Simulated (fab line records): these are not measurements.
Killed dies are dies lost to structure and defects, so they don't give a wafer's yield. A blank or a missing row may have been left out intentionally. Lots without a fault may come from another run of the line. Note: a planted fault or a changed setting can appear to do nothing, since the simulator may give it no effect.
The tool behind it: which one?    flow n5_finfet    11 lots with 31 wafers sampled at 3 steps, on a route of 1938 steps

WHAT EACH GAUGE READ, for each wafer
N5_BEOL_M7_THK_MEAS_01.
lot   measured      on             M7_ILD_THK (nm)
L928  day 8 21:27   film_metro-01  156.1 156.1 158.4
L929  day 9 11:14   film_metro-02  153.6 154.5
L932  day 9 18:08   film_metro-01  183.6 178.7 184.5
L933  day 10 06:06  film_metro-02  179.0 181.2 180.6
L935  day 10 15:07  film_metro-02  182.7 184.0 183.1
L942  day 12 05:28  film_metro-01  153.3 157.6 156.9
L943  day 13 02:50  film_metro-02  154.5 153.5 158.3
L946  day 13 11:40  film_metro-01  152.8 151.1 154.6
L949  day 14 02:35  film_metro-01  151.5 154.4 153.3
L945  day 14 06:40  film_metro-02  152.5 158.1
L950  day 14 19:43  film_metro-02  153.7 156.0 159.6

WHAT TOOL EACH LOT RAN ON (gives the tool, then ch and the chambers of the sampled wafers, and finally the start)
lot   N5_BEOL_M6_CMP_52              N5_BEOL_M7_CURE_74
L928  cmp-04 ch 1,2,3, day 8 20:23   uv_cure-02 ch 1, day 8 20:56
L929  cmp-04 ch 0,1, day 9 10:08     uv_cure-01 ch 1, day 9 10:43
L932  cmp-02 ch 0,1,3, day 9 17:02   uv_cure-02 ch 1, day 9 17:37
L933  cmp-02 ch 1,2,3, day 10 05:07  uv_cure-02 ch 1, day 10 05:40
L935  cmp-02 ch 0,1,2, day 10 14:10  uv_cure-01 ch 2, day 10 14:51
L942  cmp-04 ch 0,1,2, day 12 03:28  uv_cure-03 ch 0, day 12 04:57
L943  cmp-03 ch 1,3, day 13 01:48    uv_cure-01 ch 1, day 13 02:19
L946  cmp-04 ch 0,1,3, day 13 10:38  uv_cure-03 ch 2, day 13 11:09
L949  cmp-04 ch 1,2,3, day 13 23:45  uv_cure-02 ch 1, day 14 02:14
L945  cmp-02 ch 0,1, day 14 05:39    uv_cure-02 ch 0, day 14 06:10
L950  cmp-03 ch 0,1,2, day 14 18:17  uv_cure-02 ch 1, day 14 18:44
- N5_BEOL_M6_CMP_52: polishes, stops on SiCOH lowk, t overpolish 6.9 s, target thk 80 nm.
- N5_BEOL_M7_CURE_74: cures SiCOH lowk, time 240 s.

THE ANSWER, worked out from the rows above alone
Rule: what is usual is taken from the lots themselves. The widest of any qualifying gaps counts: lots, ordered by their means at a reading, are off when they make up no more than a third of the lots, leave a main group of 4 or more, and stand apart from it by 3 or more times the standard deviation of that group's means. If all means in a main group match to the digits the tables above print for the reading, that group is not used. A lot without any number at a reading at which 4 lots or more have one is off too. All remaining lots with rows at the step are treated as sound.
Off: L932, L933, L935, seen at N5_BEOL_M7_THK_MEAS_01 (M7_ILD_THK). For the main group the mean is 155.0 nm and the standard deviation 1.4.
If a tool, at a process step before that reading, ran all the lots that are off and no sound lot after the first of them, it fits. Gauges at N5_BEOL_M7_THK_MEAS_01: tried the same way as those tools. Of those tried, none fits.

WHAT HAD BEEN PUT IN BY THE SIMULATOR
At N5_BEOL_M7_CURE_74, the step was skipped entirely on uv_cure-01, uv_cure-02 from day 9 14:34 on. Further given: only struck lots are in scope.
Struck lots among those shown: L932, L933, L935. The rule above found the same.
